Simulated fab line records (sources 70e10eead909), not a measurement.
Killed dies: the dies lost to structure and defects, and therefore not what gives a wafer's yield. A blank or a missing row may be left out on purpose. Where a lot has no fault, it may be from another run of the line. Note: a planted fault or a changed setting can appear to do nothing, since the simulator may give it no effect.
fab line records ; flow nand-harc
[record] lots = 24; wafers = 72; last-day = 33
route steps=1302 shown A_CONTACT@1006
lots with no fault: from the same line, run without faults
start-h: start of the lot's first displayed wafer, in hours after the record's first day ; wait-h: time in hours since the lot's previous step ; " identical to the entry in the row above ; L1.1+2: several wafers, shown together as one row ; - no value, or no start was given ; * or withheld: withheld ; < > ~ a bound
route shown NAME@n: a module of which the file shows steps, and the number in the route of the first ; usual: mean and standard deviation over wafers with no fault ; same: alike in all rows ; chamber/n: place in a boat ; sites: each site's reading ; _std_site: their standard deviation ; _edge_site: inner sites' mean taken away from outer sites' mean ; radius-mm: for every site, how far away it sits from the centre of the wafer ; mask NAME#n: copy n ; behind: tool/chamber where the wafer was last shaped ; hold: cause of the lot's hold/its duration in hours/its outcome ; device: the transistor (n, p or np) that didn't switch ; end of line: at the end of the route, the tests of the same wafers ; step lacking rows: just its recipe ; killed: dies that structure and defects cost at the first sort, which is not the same as the wafer's yield ; map: shows each die of a wafer: x if killed, . if not, _ if none is there
set.NAME: the run value of the setting; set.NAME@STEP: its run value at that earlier step ; model.NAME: the simulator's own value behind a step, which no gauge read
the route's steps for a sample of lots (tables are steps, rows are wafers)
services: from which hour (start-h, from the record's first day; less than 0 if before it) a tool's chamber was out of use, for how many hours, and why
[[steps]]
[step NHARC_A_CONTACT_ETCH_112]
[recipe] source-w = withheld; pressure-mtorr = 20; bias-v = 3000; time-s = 190; target-depth-a = 18500; ar-flow-sccm = withheld; c4f8-flow-sccm = withheld; o2-flow-sccm = withheld; chemistry = C4F8/O2/Ar
[same] time-s = 190
lot.wafer;tool;chamber;start-h;wait-h;rf-hours-counter-h
L074.2;har-cap-etch-03;0;480.96;0.2;37
L074.1;har-cap-etch-03;1;480.96;0.2;37
L074.4;har-cap-etch-03;1;480.96;0.2;-
L075.2;har-cap-etch-02;1;497.45;0.2;80
L075.5;har-cap-etch-02;1;497.45;0.2;-
L075.6;har-cap-etch-02;0;497.45;0.2;-
L076.1;har-cap-etch-03;0;506.44;0.2;43
L076.2;har-cap-etch-03;1;506.44;0.2;43
L076.5;har-cap-etch-03;1;506.44;0.2;-
L077.2;har-cap-etch-02;0;507.02;0.2;83
L077.3;har-cap-etch-02;1;507.02;0.2;-
L077.6;har-cap-etch-02;1;507.02;0.2;-
L078.1;har-cap-etch-03;0;527.45;0.2;48
L078.3;har-cap-etch-03;1;527.45;0.2;-
L078.5;har-cap-etch-03;0;527.45;0.2;-
L079.2;har-cap-etch-03;1;540.59;0.2;50
L079.6;har-cap-etch-03;1;540.59;0.2;-
L079.5;har-cap-etch-03;0;540.59;0.2;-
L081.4;har-cap-etch-01;1;565.43;0.2;-
L081.3;har-cap-etch-01;0;565.43;0.2;-
L081.6;har-cap-etch-01;1;565.43;0.2;-
L082.1;har-cap-etch-02;1;566.30;0.2;92
L082.4;har-cap-etch-02;0;566.30;0.2;-
L082.6;har-cap-etch-02;0;566.30;0.2;-
L080.1;har-cap-etch-03;1;572.17;0.2;54
L080.3;har-cap-etch-03;0;572.17;0.2;-
L080.5;har-cap-etch-03;1;572.17;0.2;-
L083.2;har-cap-etch-01;1;594.48;0.2;10
L083.4;har-cap-etch-01;0;594.48;0.2;-
L083.6;har-cap-etch-01;0;594.48;0.2;-
L085.1;har-cap-etch-02;1;594.70;0.2;98
L085.2;har-cap-etch-02;0;594.70;0.2;98
L085.3;har-cap-etch-02;0;594.70;0.2;-
L084.2;har-cap-etch-02;0;612.40;0.2;100
L084.3;har-cap-etch-02;0;612.40;0.2;-
L084.5;har-cap-etch-02;0;612.40;0.2;-
L086.3;har-cap-etch-03;1;621.50;0.2;-
L086.6;har-cap-etch-03;1;621.50;0.2;-
L086.5;har-cap-etch-03;0;621.50;0.2;-
L087.2;har-cap-etch-01;1;636.74;0.2;17
L087.1;har-cap-etch-01;0;636.74;0.2;17
L087.6;har-cap-etch-01;1;636.74;0.2;-
L089.1;har-cap-etch-03;1;639.73;0.2;66
L089.3;har-cap-etch-03;1;639.73;0.2;-
L089.6;har-cap-etch-03;0;639.73;0.2;-
L090.1;har-cap-etch-02;0;640.16;0.2;104
L090.3;har-cap-etch-02;1;640.16;0.2;-
L090.5;har-cap-etch-02;1;640.16;0.2;-
L088.4;har-cap-etch-03;0;646.52;0.2;-
L088.5;har-cap-etch-03;1;646.52;0.2;-
L088.6;har-cap-etch-03;0;646.52;0.2;-
L091.4;har-cap-etch-01;0;665.66;0.2;-
L091.3;har-cap-etch-01;1;665.66;0.2;-
L091.6;har-cap-etch-01;0;665.66;0.2;-
L093.1;har-cap-etch-03;0;680.32;0.2;75
L093.2;har-cap-etch-03;1;680.32;0.2;75
L093.3;har-cap-etch-03;0;680.32;0.2;-
L094.1;har-cap-etch-01;0;680.71;0.2;27
L094.2;har-cap-etch-01;1;680.71;0.2;27
L094.4;har-cap-etch-01;1;680.71;0.2;-
L092.1;har-cap-etch-02;1;684.57;0.2;113
L092.2;har-cap-etch-02;0;684.57;0.2;113
L092.3;har-cap-etch-02;1;684.57;0.2;-
L095.2;har-cap-etch-03;0;695.14;0.2;79
L095.3;har-cap-etch-03;1;695.14;0.2;-
L095.6;har-cap-etch-03;1;695.14;0.2;-
L097.2;har-cap-etch-03;1;708.56;0.2;82
L097.3;har-cap-etch-03;0;708.56;0.2;-
L097.6;har-cap-etch-03;0;708.56;0.2;-
L096.1;har-cap-etch-01;1;708.80;0.2;34
L096.2;har-cap-etch-01;0;708.80;0.2;34
L096.6;har-cap-etch-01;0;708.80;0.2;-
[step NHARC_A_CONTACT_ETCH_113]
[recipe] source-w = withheld; pressure-mtorr = 20; bias-v = 3000; time-s = 190; target-depth-a = 18500; ar-flow-sccm = withheld; c4f8-flow-sccm = withheld; o2-flow-sccm = withheld; chemistry = C4F8/O2/Ar
[same] time-s = 190
lot.wafer;tool;chamber;start-h;wait-h;rf-hours-counter-h
L074.2;har-cap-etch-03;0;481.13;0.1;37
L074.1;har-cap-etch-03;1;481.13;0.1;37
L074.4;har-cap-etch-03;1;481.13;0.1;-
L075.2;har-cap-etch-02;1;497.62;0.1;80
L075.5;har-cap-etch-02;1;497.62;0.1;-
L075.6;har-cap-etch-02;0;497.62;0.1;-
L076.1;har-cap-etch-03;0;506.61;0.1;43
L076.2;har-cap-etch-03;1;506.61;0.1;43
L076.5;har-cap-etch-03;1;506.61;0.1;-
L077.2;har-cap-etch-02;0;507.24;0.2;84
L077.3;har-cap-etch-02;1;507.24;0.2;-
L077.6;har-cap-etch-02;1;507.24;0.2;-
L078.1;har-cap-etch-03;0;527.62;0.1;48
L078.3;har-cap-etch-03;1;527.62;0.1;-
L078.5;har-cap-etch-03;0;527.62;0.1;-
L079.2;har-cap-etch-03;1;540.77;0.1;51
L079.6;har-cap-etch-03;1;540.77;0.1;-
L079.5;har-cap-etch-03;0;540.77;0.1;-
L081.4;har-cap-etch-01;1;565.60;0.1;-
L081.3;har-cap-etch-01;0;565.60;0.1;-
L081.6;har-cap-etch-01;1;565.60;0.1;-
L082.1;har-cap-etch-02;1;566.47;0.1;92
L082.4;har-cap-etch-02;0;566.47;0.1;-
L082.6;har-cap-etch-02;0;566.47;0.1;-
L080.1;har-cap-etch-03;1;572.34;0.1;54
L080.3;har-cap-etch-03;0;572.34;0.1;-
L080.5;har-cap-etch-03;1;572.34;0.1;-
L083.2;har-cap-etch-01;1;594.65;0.1;10
L083.4;har-cap-etch-01;0;594.65;0.1;-
L083.6;har-cap-etch-01;0;594.65;0.1;-
L085.1;har-cap-etch-02;1;594.87;0.1;98
L085.2;har-cap-etch-02;0;594.87;0.1;98
L085.3;har-cap-etch-02;0;594.87;0.1;-
L084.2;har-cap-etch-02;0;612.58;0.1;100
L084.3;har-cap-etch-02;0;612.58;0.1;-
L084.5;har-cap-etch-02;0;612.58;0.1;-
L086.3;har-cap-etch-03;1;621.67;0.1;-
L086.6;har-cap-etch-03;1;621.67;0.1;-
L086.5;har-cap-etch-03;0;621.67;0.1;-
L087.2;har-cap-etch-01;1;636.91;0.1;17
L087.1;har-cap-etch-01;0;636.91;0.1;17
L087.6;har-cap-etch-01;1;636.91;0.1;-
L089.1;har-cap-etch-03;1;639.90;0.1;66
L089.3;har-cap-etch-03;1;639.90;0.1;-
L089.6;har-cap-etch-03;0;639.90;0.1;-
L090.1;har-cap-etch-02;0;640.33;0.1;104
L090.3;har-cap-etch-02;1;640.33;0.1;-
L090.5;har-cap-etch-02;1;640.33;0.1;-
L088.4;har-cap-etch-03;0;646.69;0.1;-
L088.5;har-cap-etch-03;1;646.69;0.1;-
L088.6;har-cap-etch-03;0;646.69;0.1;-
L091.4;har-cap-etch-01;0;665.83;0.1;-
L091.3;har-cap-etch-01;1;665.83;0.1;-
L091.6;har-cap-etch-01;0;665.83;0.1;-
L093.1;har-cap-etch-03;0;680.49;0.1;75
L093.2;har-cap-etch-03;1;680.49;0.1;75
L093.3;har-cap-etch-03;0;680.49;0.1;-
L094.1;har-cap-etch-01;0;680.88;0.1;27
L094.2;har-cap-etch-01;1;680.88;0.1;27
L094.4;har-cap-etch-01;1;680.88;0.1;-
L092.1;har-cap-etch-02;1;684.74;0.1;113
L092.2;har-cap-etch-02;0;684.74;0.1;113
L092.3;har-cap-etch-02;1;684.74;0.1;-
L095.2;har-cap-etch-03;0;695.31;0.1;79
L095.3;har-cap-etch-03;1;695.31;0.1;-
L095.6;har-cap-etch-03;1;695.31;0.1;-
L097.2;har-cap-etch-03;1;708.73;0.1;83
L097.3;har-cap-etch-03;0;708.73;0.1;-
L097.6;har-cap-etch-03;0;708.73;0.1;-
L096.1;har-cap-etch-01;1;708.97;0.1;34
L096.2;har-cap-etch-01;0;708.97;0.1;34
L096.6;har-cap-etch-01;0;708.97;0.1;-
[step NHARC_A_CONTACT_ETCH_114]
[recipe] source-w = withheld; pressure-mtorr = 20; bias-v = 3000; time-s = 190; target-depth-a = 18500; ar-flow-sccm = withheld; c4f8-flow-sccm = withheld; o2-flow-sccm = withheld; chemistry = C4F8/O2/Ar
[same] time-s = 190
lot.wafer;tool;chamber;start-h;wait-h;rf-hours-counter-h
L074.2;har-cap-etch-03;0;481.31;0.1;38
L074.1;har-cap-etch-03;1;481.31;0.1;38
L074.4;har-cap-etch-03;1;481.31;0.1;-
L075.2;har-cap-etch-02;1;497.79;0.1;80
L075.5;har-cap-etch-02;1;497.79;0.1;-
L075.6;har-cap-etch-02;0;497.79;0.1;-
L076.1;har-cap-etch-03;0;506.78;0.1;43
L076.2;har-cap-etch-03;1;506.78;0.1;43
L076.5;har-cap-etch-03;1;506.78;0.1;-
L077.2;har-cap-etch-02;0;507.47;0.2;84
L077.3;har-cap-etch-02;1;507.47;0.2;-
L077.6;har-cap-etch-02;1;507.47;0.2;-
L078.1;har-cap-etch-03;0;527.79;0.1;48
L078.3;har-cap-etch-03;1;527.79;0.1;-
L078.5;har-cap-etch-03;0;527.79;0.1;-
L079.2;har-cap-etch-03;1;540.94;0.1;51
L079.6;har-cap-etch-03;1;540.94;0.1;-
L079.5;har-cap-etch-03;0;540.94;0.1;-
L081.4;har-cap-etch-01;1;565.77;0.1;-
L081.3;har-cap-etch-01;0;565.77;0.1;-
L081.6;har-cap-etch-01;1;565.77;0.1;-
L082.1;har-cap-etch-02;1;566.64;0.1;93
L082.4;har-cap-etch-02;0;566.64;0.1;-
L082.6;har-cap-etch-02;0;566.64;0.1;-
L080.1;har-cap-etch-03;1;572.51;0.1;54
L080.3;har-cap-etch-03;0;572.51;0.1;-
L080.5;har-cap-etch-03;1;572.51;0.1;-
L083.2;har-cap-etch-01;1;594.82;0.1;10
L083.4;har-cap-etch-01;0;594.82;0.1;-
L083.6;har-cap-etch-01;0;594.82;0.1;-
L085.1;har-cap-etch-02;1;595.04;0.1;98
L085.2;har-cap-etch-02;0;595.04;0.1;98
L085.3;har-cap-etch-02;0;595.04;0.1;-
L084.2;har-cap-etch-02;0;612.75;0.1;100
L084.3;har-cap-etch-02;0;612.75;0.1;-
L084.5;har-cap-etch-02;0;612.75;0.1;-
L086.3;har-cap-etch-03;1;621.84;0.1;-
L086.6;har-cap-etch-03;1;621.84;0.1;-
L086.5;har-cap-etch-03;0;621.84;0.1;-
L087.2;har-cap-etch-01;1;637.08;0.1;17
L087.1;har-cap-etch-01;0;637.08;0.1;17
L087.6;har-cap-etch-01;1;637.08;0.1;-
L089.1;har-cap-etch-03;1;640.07;0.1;66
L089.3;har-cap-etch-03;1;640.07;0.1;-
L089.6;har-cap-etch-03;0;640.07;0.1;-
L090.1;har-cap-etch-02;0;640.50;0.1;104
L090.3;har-cap-etch-02;1;640.50;0.1;-
L090.5;har-cap-etch-02;1;640.50;0.1;-
L088.4;har-cap-etch-03;0;646.86;0.1;-
L088.5;har-cap-etch-03;1;646.86;0.1;-
L088.6;har-cap-etch-03;0;646.86;0.1;-
L091.4;har-cap-etch-01;0;666.01;0.1;-
L091.3;har-cap-etch-01;1;666.01;0.1;-
L091.6;har-cap-etch-01;0;666.01;0.1;-
L093.1;har-cap-etch-03;0;680.67;0.1;76
L093.2;har-cap-etch-03;1;680.67;0.1;76
L093.3;har-cap-etch-03;0;680.67;0.1;-
L094.1;har-cap-etch-01;0;681.05;0.1;27
L094.2;har-cap-etch-01;1;681.05;0.1;27
L094.4;har-cap-etch-01;1;681.05;0.1;-
L092.1;har-cap-etch-02;1;684.92;0.1;113
L092.2;har-cap-etch-02;0;684.92;0.1;113
L092.3;har-cap-etch-02;1;684.92;0.1;-
L095.2;har-cap-etch-03;0;695.48;0.1;79
L095.3;har-cap-etch-03;1;695.48;0.1;-
L095.6;har-cap-etch-03;1;695.48;0.1;-
L097.2;har-cap-etch-03;1;708.90;0.1;83
L097.3;har-cap-etch-03;0;708.90;0.1;-
L097.6;har-cap-etch-03;0;708.90;0.1;-
L096.1;har-cap-etch-01;1;709.14;0.1;34
L096.2;har-cap-etch-01;0;709.14;0.1;34
L096.6;har-cap-etch-01;0;709.14;0.1;-
[step NHARC_A_CONTACT_ETCH_96]
[recipe] target-depth-a = 200; over-etch-frac = 0.5; time-s = 10; ion-energy-ev = 250; c4f6-flow-sccm = 25; o2-flow-sccm = 20; ar-flow-sccm = 500; rf-w = 600; bias-w = 500; chemistry = C4F6/O2
[usual] drypump-motor-current-A = 5.9/0.41; mfc-ar-sccm = 500.1/1.8; oes-product-au = 0.975/0.027; rf-vpp-V = 550/3.1; showerhead-plenum-p-Torr = 4.06/0.15; throttle-valve-pct = 26.903/0.01
[same] time-s = 10
lot.wafer;tool;chamber;start-h;wait-h;drypump-motor-current-A;mfc-ar-sccm;oes-product-au;rf-hours-counter-h;rf-vpp-V;showerhead-plenum-p-Torr;throttle-valve-pct
L074.4;rie-diel-12;1;-;-;5.8;498.2;0.990;8;549;4.04;26.900
L074.2;rie-diel-12;2;-;-;6.2;500.8;1.010;9;544;3.76;26.893
L074.1;rie-diel-12;3;-;-;5.8;500.5;1.015;9;555;4.22;26.908
L075.2;rie-diel-05;1;-;-;6.6;503.4;0.998;10;551;4.12;26.895
L075.6;rie-diel-05;0;-;-;5.4;500.7;0.999;-;551;4.15;26.896
L075.5;rie-diel-05;1;-;-;6.6;501.3;0.995;-;551;4.12;26.886
L076.1;rie-diel-05;3;-;-;5.9;502.5;0.994;15;549;3.98;26.896
L076.2;rie-diel-05;0;-;-;5.4;499.6;1.001;15;551;4.14;26.913
L076.5;rie-diel-05;2;-;-;5.7;502.7;1.000;-;554;4.22;26.908
L077.3;rie-diel-05;0;-;-;5.5;500.0;1.002;15;552;4.14;26.906
L077.2;rie-diel-05;1;-;-;6.6;502.6;0.997;12;551;4.12;26.899
L077.6;rie-diel-05;0;-;-;5.5;499.9;0.999;-;551;4.14;26.896
L078.1;rie-diel-12;2;-;-;6.3;501.1;0.962;28;545;3.75;26.915
L078.3;rie-diel-12;1;-;-;5.8;500.3;0.942;25;548;4.03;26.899
L078.5;rie-diel-12;3;-;-;5.8;499.4;0.959;-;553;4.21;26.902
L079.2;rie-diel-06;1;-;-;5.7;501.2;0.954;20;545;3.89;26.903
L079.5;rie-diel-06;3;-;-;5.9;498.0;0.958;-;543;3.78;26.898
L079.6;rie-diel-06;0;-;-;5.6;500.2;0.975;-;544;3.76;26.910
L081.3;rie-diel-05;1;-;-;6.6;498.7;0.982;18;552;4.12;26.920
L081.4;rie-diel-05;2;-;-;5.7;500.6;0.993;24;553;4.21;26.913
L081.6;rie-diel-05;0;-;-;5.5;499.5;0.987;-;551;4.14;26.920
L082.1;rie-diel-06;1;-;-;5.7;501.0;0.953;29;548;3.89;26.889
L082.4;rie-diel-06;0;-;-;5.6;498.5;0.960;29;544;3.75;26.892
L082.6;rie-diel-06;2;-;-;5.0;501.5;0.945;-;551;4.14;26.917
L080.1;rie-diel-05;0;-;-;5.5;499.1;0.990;22;552;4.14;26.903
L080.3;rie-diel-05;1;-;-;6.6;499.5;0.993;18;551;4.12;26.911
L080.5;rie-diel-05;1;-;-;6.6;497.9;1.005;-;549;4.12;26.894
L083.4;rie-diel-05;2;-;-;5.7;499.3;1.004;0;553;4.21;26.894
L083.2;rie-diel-05;3;-;-;5.8;502.8;0.996;0;547;3.98;26.906
L083.6;rie-diel-05;0;-;-;5.4;502.5;1.004;-;553;4.14;26.897
L085.2;rie-diel-12;3;-;-;5.8;501.8;0.958;47;554;4.20;26.901
L085.1;rie-diel-12;0;-;-;5.9;500.2;0.938;46;551;4.16;26.892
L085.3;rie-diel-12;2;-;-;6.2;497.2;0.945;53;542;3.73;26.906
L084.2;rie-diel-05;3;-;-;5.9;502.6;1.007;2;547;3.98;26.914
L084.3;rie-diel-05;0;-;-;5.4;501.1;1.003;2;550;4.14;26.918
L084.5;rie-diel-05;0;-;-;5.4;500.3;1.002;-;551;4.14;26.906
L086.3;rie-diel-05;3;-;-;5.9;500.6;0.957;4;547;3.97;26.902
L086.5;rie-diel-05;0;-;-;5.5;500.5;0.955;-;552;4.14;26.918
L086.6;rie-diel-05;1;-;-;6.6;499.4;0.950;-;551;4.11;26.893
L087.1;rie-diel-05;3;-;-;5.9;498.5;0.940;7;549;3.97;26.922
L087.2;rie-diel-05;0;-;-;5.5;501.0;0.940;8;551;4.13;26.890
L087.6;rie-diel-05;2;-;-;5.7;497.6;0.948;-;553;4.20;26.912
L089.3;rie-diel-06;0;-;-;5.6;499.8;0.961;56;543;3.74;26.898
L089.1;rie-diel-06;3;-;-;5.9;501.1;0.939;41;543;3.76;26.889
L089.6;rie-diel-06;0;-;-;5.6;500.5;0.971;-;544;3.74;26.896
L090.3;rie-diel-05;0;-;-;5.4;497.8;0.968;8;551;4.13;26.915
L090.1;rie-diel-05;1;-;-;6.6;498.1;0.952;9;550;4.11;26.908
L090.5;rie-diel-05;3;-;-;5.9;497.2;0.970;-;548;3.97;26.893
L088.4;rie-diel-05;1;-;-;6.6;499.2;0.952;11;550;4.11;26.917
L088.5;rie-diel-05;0;-;-;5.4;498.3;0.961;-;551;4.13;26.890
L088.6;rie-diel-05;1;-;-;6.6;488.8;0.954;-;549;4.11;26.912
L091.3;rie-diel-12;3;-;-;5.8;496.8;1.003;12;552;4.19;26.905
L091.4;rie-diel-12;1;-;-;5.8;500.9;0.993;13;548;4.00;26.909
L091.6;rie-diel-12;2;-;-;6.2;498.9;1.011;-;542;3.72;26.902
L093.3;rie-diel-12;3;-;-;5.8;501.0;0.979;15;551;4.18;26.903
L093.1;rie-diel-12;1;-;-;5.8;498.2;0.968;18;550;4.00;26.918
L093.2;rie-diel-12;2;-;-;6.2;501.6;0.991;15;543;3.72;26.915
L094.4;rie-diel-06;1;-;-;5.7;501.0;1.010;3;545;3.87;26.901
L094.2;rie-diel-06;2;-;-;5.0;502.5;1.018;3;552;4.12;26.915
L094.1;rie-diel-06;3;-;-;5.9;498.4;1.002;3;544;3.76;26.902
L092.2;rie-diel-05;2;-;-;5.7;501.0;0.937;19;553;4.20;26.903
L092.1;rie-diel-05;3;-;-;5.9;501.0;0.954;17;548;3.97;26.898
L092.3;rie-diel-05;0;-;-;5.5;500.8;0.945;17;550;4.13;26.892
L095.3;rie-diel-05;0;-;-;5.4;499.7;0.947;19;550;4.13;26.900
L095.2;rie-diel-05;1;-;-;6.6;500.4;0.936;20;551;4.10;26.915
L095.6;rie-diel-05;1;-;-;6.6;502.4;0.936;-;549;4.10;26.907
L097.2;rie-diel-05;3;-;-;5.9;501.0;0.950;23;547;3.96;26.900
L097.3;rie-diel-05;0;-;-;5.5;500.0;0.928;22;552;4.12;26.895
L097.6;rie-diel-05;2;-;-;5.7;499.6;0.951;-;552;4.19;26.901
L096.1;rie-diel-05;3;-;-;5.9;500.9;0.993;23;547;3.96;26.913
L096.2;rie-diel-05;0;-;-;5.4;500.5;1.000;22;552;4.12;26.894
L096.6;rie-diel-05;3;-;-;5.9;499.7;1.005;-;548;3.96;26.911
[step NHARC_A_CONTACT_INSPECT_71]
[usual] raw-defect-count = 80/41
lot.wafer;tool;chamber;start-h;wait-h;raw-defect-count
L074.1;defect-inspect-02;-;489.79;0.0;60
L074.2;defect-inspect-02;-;489.79;0.0;63
L074.4;defect-inspect-02;-;489.79;0.0;67
L075.2;defect-inspect-02;-;505.92;0.0;104
L075.5;defect-inspect-02;-;505.92;0.0;133
L075.6;defect-inspect-02;-;505.92;0.0;86
L076.1;defect-inspect-01;-;514.59;0.0;96
L076.2;defect-inspect-01;-;514.59;0.0;89
L076.5;defect-inspect-01;-;514.59;0.0;90
L077.2;defect-inspect-02;-;517.36;0.0;73
L077.3;defect-inspect-02;-;517.36;0.0;63
L077.6;defect-inspect-02;-;517.36;0.0;79
L078.1;defect-inspect-01;-;535.45;0.0;105
L078.3;defect-inspect-01;-;535.45;0.0;112
L078.5;defect-inspect-01;-;535.45;0.0;106
L079.2;defect-inspect-02;-;548.77;0.0;176
L079.5;defect-inspect-02;-;548.77;0.0;174
L079.6;defect-inspect-02;-;548.77;0.0;141
L081.3;defect-inspect-02;-;575.00;0.0;15
L081.4;defect-inspect-02;-;575.00;0.0;25
L081.6;defect-inspect-02;-;575.00;0.0;26
L082.1;defect-inspect-01;-;577.75;0.0;151
L082.4;defect-inspect-01;-;577.75;0.0;164
L082.6;defect-inspect-01;-;577.75;0.0;158
L080.1;defect-inspect-01;-;581.00;0.0;76
L080.3;defect-inspect-01;-;581.00;0.0;87
L080.5;defect-inspect-01;-;581.00;0.0;72
L083.2;defect-inspect-02;-;603.65;0.0;105
L083.4;defect-inspect-02;-;603.65;0.0;130
L083.6;defect-inspect-02;-;603.65;0.0;134
L085.1;defect-inspect-01;-;604.29;0.0;70
L085.2;defect-inspect-01;-;604.29;0.0;73
L085.3;defect-inspect-01;-;604.29;0.0;56
L084.2;defect-inspect-01;-;620.68;0.0;38
L084.3;defect-inspect-01;-;620.68;0.0;36
L084.5;defect-inspect-01;-;620.68;0.0;40
L086.3;defect-inspect-01;-;629.67;0.0;20
L086.5;defect-inspect-01;-;629.67;0.0;15
L086.6;defect-inspect-01;-;629.67;0.0;22
L087.1;defect-inspect-02;-;646.74;0.0;51
L087.2;defect-inspect-02;-;646.74;0.0;42
L087.6;defect-inspect-02;-;646.74;0.0;63
L089.1;defect-inspect-02;-;647.77;0.0;113
L089.3;defect-inspect-02;-;647.77;0.0;111
L089.6;defect-inspect-02;-;647.77;0.0;123
L090.1;defect-inspect-01;-;650.14;0.0;89
L090.3;defect-inspect-01;-;650.14;0.0;95
L090.5;defect-inspect-01;-;650.14;0.0;102
L088.4;defect-inspect-01;-;655.72;0.0;67
L088.5;defect-inspect-01;-;655.72;0.0;67
L088.6;defect-inspect-01;-;655.72;0.0;58
L091.3;defect-inspect-02;-;673.72;0.0;67
L091.4;defect-inspect-02;-;673.72;0.0;56
L091.6;defect-inspect-02;-;673.72;0.0;55
L093.1;defect-inspect-02;-;688.56;0.0;83
L093.2;defect-inspect-02;-;688.56;0.0;92
L093.3;defect-inspect-02;-;688.56;0.0;58
L094.1;defect-inspect-01;-;691.76;0.0;136
L094.2;defect-inspect-01;-;691.76;0.0;104
L094.4;defect-inspect-01;-;691.76;0.0;104
L092.1;defect-inspect-01;-;694.02;0.0;56
L092.2;defect-inspect-01;-;694.02;0.0;69
L092.3;defect-inspect-01;-;694.02;0.0;65
L095.2;defect-inspect-01;-;703.25;0.0;29
L095.3;defect-inspect-01;-;703.25;0.0;30
L095.6;defect-inspect-01;-;703.25;0.0;38
L097.2;defect-inspect-01;-;716.78;0.0;143
L097.3;defect-inspect-01;-;716.78;0.0;114
L097.6;defect-inspect-01;-;716.78;0.0;121
L096.1;defect-inspect-02;-;717.20;0.0;23
L096.2;defect-inspect-02;-;717.20;0.0;13
L096.6;defect-inspect-02;-;717.20;0.0;14
[step NHARC_A_CONTACT_ETCH_130]
[recipe] source-w = withheld; pressure-mtorr = 20; bias-v = 3000; time-s = 197; target-depth-a = 19180; ar-flow-sccm = withheld; c4f8-flow-sccm = withheld; o2-flow-sccm = withheld; chemistry = C4F8/O2/Ar
[same] time-s = 197
lot.wafer;tool;chamber;start-h;wait-h;rf-hours-counter-h
L074.1;har-cap-etch-02;1;492.49;0.1;79
L074.2;har-cap-etch-02;0;492.49;0.1;79
L074.4;har-cap-etch-02;1;492.49;0.1;-
L075.2;har-cap-etch-03;1;509.95;0.1;46
L075.6;har-cap-etch-03;0;509.95;0.1;-
L075.5;har-cap-etch-03;1;509.95;0.1;-
L076.2;har-cap-etch-02;0;517.27;0.1;86
L076.1;har-cap-etch-02;1;517.27;0.1;86
L076.5;har-cap-etch-02;0;517.27;0.1;-
L077.2;har-cap-etch-01;1;520.07;0.1;1
L077.3;har-cap-etch-01;0;520.07;0.1;-
L077.6;har-cap-etch-01;0;520.07;0.1;-
L078.1;har-cap-etch-02;1;538.18;0.1;90
L078.3;har-cap-etch-02;0;538.18;0.1;-
L078.5;har-cap-etch-02;1;538.18;0.1;-
L079.2;har-cap-etch-02;1;551.46;0.1;91
L079.6;har-cap-etch-02;1;551.46;0.1;-
L079.5;har-cap-etch-02;0;551.46;0.1;-
L081.4;har-cap-etch-01;0;577.80;0.1;-
L081.3;har-cap-etch-01;1;577.80;0.1;-
L081.6;har-cap-etch-01;0;577.80;0.1;-
L082.1;har-cap-etch-02;1;580.48;0.1;95
L082.4;har-cap-etch-02;1;580.48;0.1;-
L082.6;har-cap-etch-02;1;580.48;0.1;-
L080.1;har-cap-etch-03;1;583.71;0.1;57
L080.3;har-cap-etch-03;0;583.71;0.1;-
L080.5;har-cap-etch-03;0;583.71;0.1;-
L083.2;har-cap-etch-03;0;606.36;0.1;60
L083.4;har-cap-etch-03;1;606.36;0.1;-
L083.6;har-cap-etch-03;0;606.36;0.1;-
L085.2;har-cap-etch-01;0;606.98;0.1;13
L085.1;har-cap-etch-01;1;606.98;0.1;13
L085.3;har-cap-etch-01;0;606.98;0.1;-
L084.2;har-cap-etch-01;1;623.45;0.1;16
L084.3;har-cap-etch-01;0;623.45;0.1;-
L084.5;har-cap-etch-01;0;623.45;0.1;-
L086.3;har-cap-etch-02;0;632.59;0.1;-
L086.5;har-cap-etch-02;1;632.59;0.1;-
L086.6;har-cap-etch-02;0;632.59;0.1;-
L087.2;har-cap-etch-02;1;649.42;0.1;107
L087.1;har-cap-etch-02;0;649.42;0.1;107
L087.6;har-cap-etch-02;1;649.42;0.1;-
L089.1;har-cap-etch-01;0;650.95;0.2;22
L089.3;har-cap-etch-01;1;650.95;0.2;-
L089.6;har-cap-etch-01;1;650.95;0.2;-
L090.1;har-cap-etch-03;1;652.83;0.1;72
L090.3;har-cap-etch-03;0;652.83;0.1;-
L090.5;har-cap-etch-03;0;652.83;0.1;-
L088.4;har-cap-etch-01;1;658.49;0.1;-
L088.5;har-cap-etch-01;0;658.49;0.1;-
L088.6;har-cap-etch-01;1;658.49;0.1;-
L091.3;har-cap-etch-02;0;676.76;0.1;-
L091.4;har-cap-etch-02;1;676.76;0.1;-
L091.6;har-cap-etch-02;0;676.76;0.1;-
L093.2;har-cap-etch-01;1;691.24;0.1;30
L093.1;har-cap-etch-01;0;691.24;0.1;30
L093.3;har-cap-etch-01;1;691.24;0.1;-
L094.2;har-cap-etch-02;0;694.45;0.1;116
L094.1;har-cap-etch-02;1;694.45;0.1;116
L094.4;har-cap-etch-02;0;694.45;0.1;-
L092.2;har-cap-etch-01;1;697.06;0.1;31
L092.1;har-cap-etch-01;0;697.06;0.1;31
L092.3;har-cap-etch-01;1;697.06;0.1;-
L095.2;har-cap-etch-02;0;706.54;0.2;119
L095.3;har-cap-etch-02;1;706.54;0.2;-
L095.6;har-cap-etch-02;1;706.54;0.2;-
L097.2;har-cap-etch-03;0;719.55;0.1;86
L097.3;har-cap-etch-03;0;719.55;0.1;-
L097.6;har-cap-etch-03;1;719.55;0.1;-
L096.1;har-cap-etch-01;0;719.91;0.1;37
L096.2;har-cap-etch-01;1;719.91;0.1;37
L096.6;har-cap-etch-01;1;719.91;0.1;-
[[services]]
tool;chamber;start-h;hours;kind
rie-diel-05;1;464.61;10.0;repair
rie-diel-05;0;464.68;-;clean
rie-diel-05;2;464.68;-;clean
rie-diel-05;3;464.68;-;clean
rie-diel-12;1;466.41;5.9;repair
rie-diel-06;-;484.22;9.0;pm
rie-diel-05;0;489.18;-;clean
rie-diel-06;3;496.22;11.6;repair
har-cap-etch-01;-;499.04;17.0;pm
har-cap-etch-01;0;499.04;17.0;vent-cycle
har-cap-etch-01;1;499.04;17.0;vent-cycle
har-cap-etch-01;0;516.04;-;clean
har-cap-etch-01;1;516.04;-;clean
har-cap-etch-01;1;516.04;-;consumable-replace:focus-ring
rie-diel-05;-;552.11;0.1;repair
rie-diel-06;3;554.15;5.6;repair
rie-diel-05;-;583.82;9.0;pm
har-cap-etch-03;-;596.57;0.5;repair
rie-diel-12;-;622.92;9.0;pm
har-cap-etch-02;-;623.39;1.3;repair
rie-diel-06;-;661.27;9.0;pm
rie-diel-05;1;666.27;8.2;repair
rie-diel-06;3;716.09;3.7;repair
rie-diel-06;0;719.90;6.0;repair
[[key]]
fault none
